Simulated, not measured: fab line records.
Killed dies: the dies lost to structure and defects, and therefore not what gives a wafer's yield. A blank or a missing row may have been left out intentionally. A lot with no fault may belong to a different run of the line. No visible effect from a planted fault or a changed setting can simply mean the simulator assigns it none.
Which tool was responsible? | flow n5 finfet | 72 wafers from 24 lots sampled at 5 of the route's 1938 steps

WHAT THE GAUGES SHOWED, per wafer
N5_BEOL_M10_INSPECT_13: inspects for defects (brightfield). Usual: raw defect count at 386, with a standard deviation of 82.
lot  | measured     | on                | raw defect count | flag
L074 | day 9 15:37  | defect inspect-01 | 288 493 443      |
L075 | day 9 23:35  | defect inspect-02 | 420 386 439      |
L076 | day 10 04:38 | defect inspect-02 | 369 486 342      |
L078 | day 10 12:12 | defect inspect-01 | 367 266 368      |
L077 | day 10 12:27 | defect inspect-02 | 269 285 280      |
L079 | day 11 04:01 | defect inspect-02 | 439 433 570      |
L080 | day 11 09:31 | defect inspect-01 | 380 459 421      |
L081 | day 11 19:08 | defect inspect-01 | 438 382 339      |
L083 | day 12 06:35 | defect inspect-01 | 409 466 321      |
L082 | day 12 06:45 | defect inspect-01 | 278 354 327      |
L085 | day 12 10:57 | defect inspect-01 | 360 490 400      |
L084 | day 12 15:50 | defect inspect-02 | 335 473 503      |
L086 | day 13 02:44 | defect inspect-02 | 646 424 446      |
L087 | day 13 06:50 | defect inspect-01 | 312 391 500      |
L088 | day 13 07:04 | defect inspect-02 | 413 433 379      |
L089 | day 13 08:44 | defect inspect-01 | 243 250 227      |
L090 | day 13 23:11 | defect inspect-02 | 331 275 451      |
L091 | day 14 02:21 | defect inspect-02 | 419 408 355      |
L092 | day 14 07:46 | defect inspect-01 | 340 396 360      |
L095 | day 15 05:19 | defect inspect-01 | 483 473 591      |
L093 | day 15 05:32 | defect inspect-02 | 428 260 364      |
L094 | day 15 05:41 | defect inspect-02 | 394 417 490      |
L096 | day 15 16:35 | defect inspect-02 | 269 352 314      |
L097 | day 15 20:51 | defect inspect-01 | 258 330 323      |

N5_BEOL_M11_THK_MEAS_01. Usual: for M11_ILD_THK the level is 269 nm and the standard deviation is 4.2.
lot  | measured     | on            | M11_ILD_THK (nm) | flag
L074 | day 9 21:28  | film metro-02 | 266 269 269      |
L075 | day 10 05:58 | film metro-02 | 270 281 270      |
L076 | day 10 10:49 | film metro-02 | 266 270 267      |
L078 | day 10 22:04 | film metro-01 | 262 271 270      |
L077 | day 10 21:20 | film metro-01 | 267 276 272      |
L079 | day 11 12:49 | film metro-01 | 269 264 266      |
L080 | day 11 20:11 | film metro-02 | 268 274 278      |
L081 | day 12 03:59 | film metro-01 | 264 272 271      |
L083 | day 12 11:49 | film metro-01 | 268 272 269      |
L082 | day 12 12:22 | film metro-01 | 271 263 271      |
L085 | day 12 19:01 | film metro-01 | 261 264 268      |
L084 | day 12 20:57 | film metro-01 | 266 273 274      |
L086 | day 13 09:33 | film metro-02 | 270 265 277      |
L087 | day 13 11:26 | film metro-01 | 265 271 267      |
L088 | day 13 13:55 | film metro-02 | 265 279 275      |
L089 | day 13 15:20 | film metro-01 | 266 258 273      |
L090 | day 14 06:38 | film metro-01 | 263 270 265      |
L091 | day 14 10:14 | film metro-02 | 271 264 272      |
L092 | day 14 13:41 | film metro-01 | 264 266 266      |
L095 | day 15 11:38 | film metro-02 | 265 265 273      |
L093 | day 15 15:15 | film metro-02 | 272 266 269      |
L094 | day 15 13:22 | film metro-01 | 271 265 270      |
L096 | day 15 23:50 | film metro-02 | 264 268 275      |
L097 | day 16 01:52 | film metro-01 | 263 274 273      |

TOOL THAT RAN EACH LOT (tool first, then ch and the chambers of the sampled wafers, then the start)
lot  | N5_BEOL_M10_DESCUM_33              | N5_BEOL_M10_VIA_ETCH_34            | N5_BEOL_M10_STRIP_77
L074 | rie diel-06 ch 2,3, day 9 17:44    | rie diel-06 ch 2,3, day 9 17:56    | rie diel-06 ch 2,3, day 9 21:28 or earlier
L075 | rie diel-05 ch 0,1,2, day 10 01:03 | rie diel-05 ch 0,1,2, day 10 01:16 | rie diel-05 ch 0,1,2, day 10 05:58 or earlier
L076 | rie diel-06 ch 0,3, day 10 07:11   | rie diel-06 ch 0,3, day 10 07:24   | rie diel-06 ch 0,3, day 10 10:49 or earlier
L078 | rie diel-04 ch 0,1, day 10 16:49   | rie diel-04 ch 0,1, day 10 17:01   | rie diel-04 ch 0,1, day 10 22:04 or earlier
L077 | rie diel-04 ch 0,1,3, day 10 16:14 | rie diel-04 ch 0,1,3, day 10 16:27 | rie diel-04 ch 0,1,3, day 10 21:20 or earlier
L079 | rie diel-05 ch 0,1,2, day 11 09:07 | rie diel-05 ch 0,1,2, day 11 09:19 | rie diel-05 ch 0,1,2, day 11 12:49 or earlier
L080 | rie diel-04 ch 0,2, day 11 13:08   | rie diel-04 ch 0,2, day 11 13:21   | rie diel-04 ch 0,2, day 11 20:11 or earlier
L081 | rie diel-04 ch 0,1, day 11 22:49   | rie diel-04 ch 0,1, day 11 23:01   | rie diel-04 ch 0,1, day 12 03:59 or earlier
L083 | rie diel-06 ch 0,2, day 12 07:35   | rie diel-06 ch 0,2, day 12 07:47   | rie diel-06 ch 0,2, day 12 11:49 or earlier
L082 | rie diel-06 ch 0,3, day 12 08:05   | rie diel-06 ch 0,3, day 12 08:18   | rie diel-06 ch 0,3, day 12 12:22 or earlier
L085 | rie diel-06 ch 0,3, day 12 14:39   | rie diel-06 ch 0,3, day 12 14:52   | rie diel-06 ch 0,3, day 12 19:01 or earlier
L084 | rie diel-05 ch 0,2,3, day 12 16:49 | rie diel-05 ch 0,2,3, day 12 17:01 | rie diel-05 ch 0,2,3, day 12 20:57 or earlier
L086 | rie diel-06 ch 1,2,3, day 13 05:38 | rie diel-06 ch 1,2,3, day 13 05:50 | rie diel-06 ch 1,2,3, day 13 09:33 or earlier
L087 | rie diel-04 ch 0,1,2, day 13 07:55 | rie diel-04 ch 0,1,2, day 13 08:08 | rie diel-04 ch 0,1,2, day 13 11:26 or earlier
L088 | rie diel-06 ch 0,1,2, day 13 08:26 | rie diel-06 ch 0,1,2, day 13 08:38 | rie diel-06 ch 0,1,2, day 13 13:55 or earlier
L089 | rie diel-06 ch 0,2,3, day 13 09:41 | rie diel-06 ch 0,2,3, day 13 09:53 | rie diel-06 ch 0,2,3, day 13 15:20 or earlier
L090 | rie diel-04 ch 1,2,3, day 14 01:12 | rie diel-04 ch 1,2,3, day 14 01:25 | rie diel-04 ch 1,2,3, day 14 06:38 or earlier
L091 | rie diel-05 ch 0,1, day 14 05:28   | rie diel-05 ch 0,1, day 14 05:41   | rie diel-05 ch 0,1, day 14 10:14 or earlier
L092 | rie diel-05 ch 0,1,2, day 14 09:41 | rie diel-05 ch 0,1,2, day 14 09:53 | rie diel-05 ch 0,1,2, day 14 13:41 or earlier
L095 | rie diel-06 ch 0,1, day 15 06:20   | rie diel-06 ch 0,1, day 15 06:32   | rie diel-06 ch 0,1, day 15 11:38 or earlier
L093 | rie diel-04 ch 1,2,3, day 15 10:10 | rie diel-04 ch 1,2,3, day 15 10:22 | rie diel-04 ch 1,2,3, day 15 15:15 or earlier
L094 | rie diel-04 ch 0,2,3, day 15 08:58 | rie diel-04 ch 0,2,3, day 15 09:10 | rie diel-04 ch 0,2,3, day 15 13:22 or earlier
L096 | rie diel-06 ch 2,3, day 15 17:45   | rie diel-06 ch 2,3, day 15 17:58   | rie diel-06 ch 2,3, day 15 23:50 or earlier
L097 | rie diel-05 ch 1,2, day 15 22:11   | rie diel-05 ch 1,2, day 15 22:23   | rie diel-05 ch 1,2, day 16 01:52 or earlier
- N5_BEOL_M10_DESCUM_33: chemistry O2, time 7.9 s.
- N5_BEOL_M10_VIA_ETCH_34: etches SiCOH lowk in C4F6/O2, target depth 184.5 nm, time 69.2 s.
- N5_BEOL_M10_STRIP_77: strips in N2/H2, time 10 s.

AS READ BY THE TOOLS THEMSELVES (means over the sampled wafers that have a number; for cases with no such wafer, the mark the record gives instead)
N5_BEOL_M10_DESCUM_33. Usual: drypump motor current A 5.7 A, standard deviation 0.42; oes product au 0.81 a.u., standard deviation 0.094; rf vpp V 243.5 V, standard deviation 1.3; showerhead plenum p Torr 2.10 Torr, standard deviation 0.06; throttle valve pct 20.28 %, standard deviation 0.21.
lot  | tool        | drypump motor current A (A) | oes product au (a.u.) | rf vpp V (V) | showerhead plenum p Torr (Torr) | throttle valve pct (%) | flag
L074 | rie diel-06 | 6.0                         | 0.74                  | 244.6        | 2.13                            | 20.11                  |
L075 | rie diel-05 | 5.8                         | 0.83                  | 244.2        | 2.16                            | 20.27                  |
L076 | rie diel-06 | 5.8                         | 0.74                  | 242.4        | 2.05                            | 20.27                  |
L078 | rie diel-04 | 5.6                         | 0.82                  | 243.2        | 2.08                            | 20.38                  |
L077 | rie diel-04 | 5.5                         | 0.82                  | 243.1        | 2.09                            | 20.47                  |
L079 | rie diel-05 | 5.9                         | 0.81                  | 243.3        | 2.16                            | 20.28                  |
L080 | rie diel-04 | 5.6                         | 0.91                  | 242.8        | 2.08                            | 20.28                  |
L081 | rie diel-04 | 5.6                         | 0.91                  | 242.9        | 2.07                            | 20.31                  |
L083 | rie diel-06 | 5.9                         | 0.74                  | 244.2        | 2.12                            | 20.00                  |
L082 | rie diel-06 | 5.8                         | 0.72                  | 242.4        | 2.04                            | 20.29                  |
L085 | rie diel-06 | 5.7                         | 0.73                  | 243.1        | 2.04                            | 20.16                  |
L084 | rie diel-05 | 6.0                         | 0.78                  | 244.7        | 2.19                            | 20.33                  |
L086 | rie diel-06 | 6.0                         | 0.80                  | 242.8        | 2.09                            | 20.18                  |
L087 | rie diel-04 | 5.3                         | 0.89                  | 244.1        | 2.11                            | 20.43                  |
L088 | rie diel-06 | 5.9                         | 0.81                  | 244.3        | 2.09                            | 20.05                  |
L089 | rie diel-06 | 5.9                         | 0.72                  | 243.3        | 2.08                            | 20.16                  |
L090 | rie diel-04 | 5.1                         | 0.88                  | 242.9        | 2.11                            | 20.51                  |
L091 | rie diel-05 | 5.5                         | 0.85                  | 243.9        | 2.13                            | 20.22                  |
L092 | rie diel-05 | 5.8                         | 0.79                  | 244.6        | 2.15                            | 20.32                  |
L095 | rie diel-06 | 5.9                         | 0.79                  | 242.4        | 2.05                            | 20.09                  |
L093 | rie diel-04 | 5.1                         | 0.88                  | 244.2        | 2.11                            | 20.53                  |
L094 | rie diel-04 | 5.4                         | 0.85                  | 242.5        | 2.08                            | 20.40                  |
L096 | rie diel-06 | 5.9                         | 0.70                  | 244.0        | 2.06                            | 20.33                  |
L097 | rie diel-05 | 5.9                         | 0.79                  | 244.3        | 2.18                            | 20.50                  |

N5_BEOL_M10_VIA_ETCH_34. Usual: drypump motor current A 5.7 A, standard deviation 0.42; oes product au 0.81 a.u., standard deviation 0.093; rf vpp V 670 V, standard deviation 28; showerhead plenum p Torr 2.87 Torr, standard deviation 0.065; throttle valve pct 20.82 %, standard deviation 0.22.
lot  | tool        | drypump motor current A (A) | oes product au (a.u.) | rf vpp V (V) | showerhead plenum p Torr (Torr) | throttle valve pct (%) | flag
L074 | rie diel-06 | 6.0                         | 0.75                  | 674          | 2.91                            | 20.73                  |
L075 | rie diel-05 | 5.9                         | 0.84                  | 660          | 2.95                            | 20.78                  |
L076 | rie diel-06 | 5.8                         | 0.74                  | 703          | 2.85                            | 21.05                  |
L078 | rie diel-04 | 5.6                         | 0.83                  | 645          | 2.82                            | 20.86                  |
L077 | rie diel-04 | 5.5                         | 0.83                  | 651          | 2.83                            | 20.92                  |
L079 | rie diel-05 | 5.9                         | 0.82                  | 660          | 2.94                            | 20.80                  |
L080 | rie diel-04 | 5.6                         | 0.91                  | 657          | 2.82                            | 20.73                  |
L081 | rie diel-04 | 5.6                         | 0.92                  | 645          | 2.82                            | 20.77                  |
L083 | rie diel-06 | 6.0                         | 0.74                  | 680          | 2.91                            | 20.62                  |
L082 | rie diel-06 | 5.8                         | 0.72                  | 702          | 2.84                            | 21.09                  |
L085 | rie diel-06 | 5.7                         | 0.73                  | 708          | 2.84                            | 20.94                  |
L084 | rie diel-05 | 6.0                         | 0.79                  | 638          | 2.96                            | 20.76                  |
L086 | rie diel-06 | 6.0                         | 0.80                  | 684          | 2.86                            | 20.80                  |
L087 | rie diel-04 | 5.3                         | 0.90                  | 659          | 2.86                            | 20.86                  |
L088 | rie diel-06 | 5.9                         | 0.79                  | 690          | 2.86                            | 20.66                  |
L089 | rie diel-06 | 5.9                         | 0.71                  | 692          | 2.87                            | 20.85                  |
L090 | rie diel-04 | 5.1                         | 0.89                  | 664          | 2.86                            | 20.93                  |
L091 | rie diel-05 | 5.5                         | 0.84                  | 682          | 2.90                            | 20.75                  |
L092 | rie diel-05 | 5.9                         | 0.79                  | 660          | 2.93                            | 20.85                  |
L095 | rie diel-06 | 5.9                         | 0.78                  | 706          | 2.83                            | 20.76                  |
L093 | rie diel-04 | 5.1                         | 0.88                  | 664          | 2.86                            | 20.95                  |
L094 | rie diel-04 | 5.4                         | 0.85                  | 663          | 2.82                            | 20.84                  |
L096 | rie diel-06 | 5.9                         | 0.70                  | 685          | 2.86                            | 21.04                  |
L097 | rie diel-05 | 6.0                         | 0.79                  | 639          | 2.95                            | 20.97                  |

N5_BEOL_M10_STRIP_77. Usual: drypump motor current A 5.7 A, standard deviation 0.42; oes product au 0.81 a.u., standard deviation 0.095; rf vpp V 59.2 V, standard deviation 0.78; showerhead plenum p Torr 2.56 Torr, standard deviation 0.078; throttle valve pct 23.58 %, standard deviation 0.27.
lot  | tool        | drypump motor current A (A) | oes product au (a.u.) | rf vpp V (V) | showerhead plenum p Torr (Torr) | throttle valve pct (%) | flag
L074 | rie diel-06 | 6.0                         | 0.74                  | 59.4         | 2.62                            | 23.63                  |
L075 | rie diel-05 | 5.9                         | 0.84                  | 58.6         | 2.63                            | 23.48                  |
L076 | rie diel-06 | 5.8                         | 0.73                  | 59.8         | 2.53                            | 23.80                  |
L078 | rie diel-04 | 5.6                         | 0.81                  | 58.8         | 2.53                            | 23.73                  |
L077 | rie diel-04 | 5.5                         | 0.82                  | 58.7         | 2.52                            | 23.55                  |
L079 | rie diel-05 | 5.9                         | 0.81                  | 60.5         | 2.63                            | 23.48                  |
L080 | rie diel-04 | 5.5                         | 0.91                  | 58.9         | 2.53                            | 23.71                  |
L081 | rie diel-04 | 5.6                         | 0.90                  | 59.4         | 2.53                            | 23.70                  |
L083 | rie diel-06 | 6.0                         | 0.73                  | 59.7         | 2.62                            | 23.52                  |
L082 | rie diel-06 | 5.7                         | 0.73                  | 59.0         | 2.52                            | 23.82                  |
L085 | rie diel-06 | 5.7                         | 0.73                  | 58.6         | 2.53                            | 23.69                  |
L084 | rie diel-05 | 6.0                         | 0.77                  | 59.6         | 2.66                            | 23.64                  |
L086 | rie diel-06 | 6.0                         | 0.80                  | 59.3         | 2.54                            | 23.54                  |
L087 | rie diel-04 | 5.3                         | 0.90                  | 58.5         | 2.55                            | 23.76                  |
L088 | rie diel-06 | 6.0                         | 0.80                  | 59.3         | 2.55                            | 23.40                  |
L089 | rie diel-06 | 5.9                         | 0.72                  | 58.9         | 2.56                            | 23.69                  |
L090 | rie diel-04 | 5.1                         | 0.88                  | 58.8         | 2.54                            | 23.58                  |
L091 | rie diel-05 | 5.5                         | 0.84                  | 59.4         | 2.60                            | 23.46                  |
L092 | rie diel-05 | 5.9                         | 0.79                  | 59.4         | 2.62                            | 23.53                  |
L095 | rie diel-06 | 5.9                         | 0.79                  | 59.3         | 2.51                            | 23.44                  |
L093 | rie diel-04 | 5.1                         | 0.87                  | 59.7         | 2.53                            | 23.60                  |
L094 | rie diel-04 | 5.4                         | 0.85                  | 59.0         | 2.50                            | 23.57                  |
L096 | rie diel-06 | 5.9                         | 0.69                  | 59.7         | 2.55                            | 23.84                  |
L097 | rie diel-05 | 5.9                         | 0.79                  | 60.0         | 2.63                            | 23.65                  |

THE ANSWER, worked out from the rows above alone
Rule: take the mean of a lot's wafers that have a number; if it is more than 3 standard deviations from the usual mean, the lot is off. A lot without any number at a reading at which 4 lots or more have one is off too. Where the step has rows for the other lots, those lots are counted as sound. First the gauges in route order, then the tools' own readings, where a lot's mean is used as printed above. The first step at which some lot is off is used, and at that step the reading that is off furthest; a lot without a number counts as furthest.
Across all readings shown, no lot is off: no conclusion can be drawn from this.

WHAT HAD BEEN PUT IN BY THE SIMULATOR
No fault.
